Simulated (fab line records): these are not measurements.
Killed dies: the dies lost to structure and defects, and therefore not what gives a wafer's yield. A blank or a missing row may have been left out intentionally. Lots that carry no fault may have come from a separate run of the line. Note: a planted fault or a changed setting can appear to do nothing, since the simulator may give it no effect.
A struck lot beside a sound one -- flow n5Finfet -- 43 steps out of a route of 1938
Sound: wafers L906.2, L906.5, L906.6. Struck: wafer L911.5 (L911.2, L911.4, from the same lot, were not struck and are left out); the cause is given at the end.
For every step that has rows: the tool of each side, followed by ch and its chambers, followed by its first start. Under that, the readings that differ: sound wafers -- struck wafers -- difference of the means -- sigmas: that difference in standard deviations of wafers without a fault.
alike: readings whose means differ by less than 2 such deviations, and words and numbers that are the same on both sides. not compared: withheld readings, readings that some wafer has no value for, bounds like >300 that may hide the same value, and numbers for which the record gives no deviation and whose values overlap.
Wherever a step has rows on one side only, a row that says differs or no value, or a row with sigmas, the two part there. When numbers do not overlap yet have no deviation, they are printed without sigmas and do not part them. A reading missing from all wafers of one side parts the sides only when that side holds two or more wafers.

first, 10 steps without rows for these wafers: N5_DUMMY_GATE_ETCH_23 (etches poly-Si in HBr/Cl2/O2, target depth 41 nm, time 22.3 s); N5_DUMMY_GATE_ETCH_44 (etches poly-Si in HBr/O2, stops on SiO2, target depth 127.5 nm); N5_DUMMY_GATE_ETCH_42 (etches SiO2 in CHF3/O2, target depth 3.5 nm, time 31 s); N5_DUMMY_GATE_STRIP_48 (strips in N2/H2, time 20 s); N5_DUMMY_GATE_PRECLEAN_33 (cleans in dHF, time 10 s); N5_DUMMY_GATE_PRECLEAN_25 (cleans in O3/DIW, time 45 s); N5_DUMMY_GATE_PRECLEAN_51 (cleans in SC2, time 45 s); N5_DUMMY_GATE_SRD_26 (time 30 s); N5_DUMMY_GATE_UV_OZONE_45 (time 120 s); N5_SPACER0_ALD_07 (deposits SiNx, target thk 2 nm).
N5_SPACER0_ALD_00: deposits SiOCN, target thk 3.5 nm, pulse time 3 s, purge time 2 s.
  sound on aldSin-01 ch 0,1,2, day 5 04:38; struck on aldSin-01 ch 1, day 6 08:09
  alike: chamberPressureTorr, heaterPowerW, precursorPulseHeightRel
then, 1 step without rows for these wafers: N5_SPACER0_ALD_08 (deposits SiNx, target thk 2 nm).
N5_SPACER0_INSPECT_04: inspects for defects (darkfield).
  struck on defectInspect-01, day 6 08:34; sound on defectInspect-01, day 5 05:03
reading,sound,struck,difference,sigmas
rawDefectCount,164 132 110,849,+714,+18
then, 8 steps without rows for these wafers: N5_SD_EPI_N_COAT_32 (time 60 s, resist thk 350 nm); N5_SD_EPI_N_COAT_33 (time 60 s, resist thk 35 nm); N5_SD_EPI_N_COAT_03 (resist thk 150 nm); N5_SD_EPI_N_EBR_05; N5_SD_EPI_N_SOFTBAKE_04 (time 60 s); N5_SD_EPI_N_EXPOSE_06 (exposes mask SD N BLK, target cd 120 nm); N5_SD_EPI_N_PEB_07 (peb time 60 s); N5_SD_EPI_N_DEVELOP_08 (develop time 30 s).
N5_SD_EPI_N_INSPECT_11: inspects for defects (macro).
  struck on defectInspect-01, day 6 09:01; sound on defectInspect-02, day 5 05:31
reading,sound,struck,difference,sigmas
rawDefectCount,2 0 5,>300,differs,
then, 16 steps without rows for these wafers: N5_SD_EPI_N_DESCUM_14 (chemistry O2, time 7.9 s); N5_SD_EPI_N_ETCH_34 (etches SiARC in CF4, target depth 45.5 nm, time 75.8 s); N5_SD_EPI_N_ETCH_35 (etches SOC in N2/H2, overetch 108 nm, time 486 s); N5_SD_EPI_N_STRIP_36 (strips in N2/H2); N5_SD_EPI_N_ETCHBACK_44 (etches SiNx in CH3F/O2, stops on SiO2, target depth 14.5 nm); N5_SD_EPI_N_ETCH_45 (etches SiOCN in CH3F/O2, target depth 6 nm); N5_SD_EPI_N_ETCH_16 (etches SiO2 in CHF3/O2, target depth 5 nm); N5_SD_EPI_N_STRIP_47 (strips in CHF3/O2); N5_SD_EPI_N_SD_RECESS_17 (chemistry HBr/Cl2/O2, target depth 41 nm, time 23.7 s, bt time 3 s); N5_SD_EPI_N_STRIP_38 (strips in N2/H2); N5_SD_EPI_N_WET_ETCH_43 (etches SiO2 in dHF, time 14 s, target depth 1.5 nm); N5_SD_EPI_N_STRIP_18 (strips in SPM, time 750 s); N5_SD_EPI_N_SRD_20 (time 30 s); N5_SD_EPI_N_PRECLEAN_48 (cleans in NF3:NH3, afs cycles 2, time 20 s, sublimation time 60 s); N5_SD_EPI_N_VAPOR_ETCH_50 (etches Si in HCl, time 54 s); N5_SD_EPI_N_EPI_21 (deposits Si:P, time 690 s).
N5_SD_EPI_N_INSPECT_26: inspects for defects (darkfield).
  struck on defectInspect-01, day 6 14:51; sound on defectInspect-02, day 5 09:44
reading,sound,struck,difference,sigmas
rawDefectCount,256 195 179,930,+720,+15
N5_SD_EPI_P_INSPECT_26: inspects for defects (darkfield).
  struck on defectInspect-02, day 6 19:10; sound on defectInspect-02, day 5 13:56
reading,sound,struck,difference,sigmas
rawDefectCount,232 161 140,906,+728,+18
N5_SD_ACTIVATION_INSPECT_02: inspects for defects (darkfield).
  struck on defectInspect-02, day 6 19:58; sound on defectInspect-02, day 5 14:44
reading,sound,struck,difference,sigmas
rawDefectCount,224 175 152,913,+729,+18
-- record jumps: 6 days separate the struck wafers' starts on either side; left off in module SD_ACTIVATION, taken up again in module BEOL_M4, whose first shown step is the route's number 1111 --
N5_BEOL_M4_RC_MEAS_101:
  sound on prober-01 ch 0, day 11 16:45; struck on prober-02 ch 0, day 12 14:24
  alike: DIBL_N, DIBL_P, IOFF_N, IOFF_P, ION_N, ION_P, SS_N, SS_P, VT_N, VT_P
-- the record jumps here: 4 days lie between the struck wafers' starts before and after (it left off in module BEOL_M4 and takes up again in module PASSIVATION, whose first step shown is number 1936 of the route) --
N5_PASSIVATION_PROBE_49:
  struck on prober-01, day 16 13:29; sound on prober-01, day 15 21:19
reading,sound,struck,difference,sigmas
defectLimitedYield (%),90.8 91.9 93.8,84.5,-7.7,-5
killedAtFrontEnd,48 50 31,141,+98,+8
killedDies,109 95 73,183,+91,+5
killedOnRim,16 13 7,21,+9,+2
sort_bin_5_function (%),5.4 4.4 3.5,9.8,+5.4,+6
sortNPass,1071 1085 1107,997,-91,-5
sortYieldPct (%),90.8 91.9 93.8,84.5,-7.7,-5
  alike: killed_at_M0_to_M3, killed_at_M4_up, killedAtContacts, killedAtOther, killedOpen, killedShort, sort_bin_6_memory

WHERE THEY PART
At N5_SPACER0_INSPECT_04 first; at N5_PASSIVATION_PROBE_49 last (within this record only).

WHY: what the simulator had put in
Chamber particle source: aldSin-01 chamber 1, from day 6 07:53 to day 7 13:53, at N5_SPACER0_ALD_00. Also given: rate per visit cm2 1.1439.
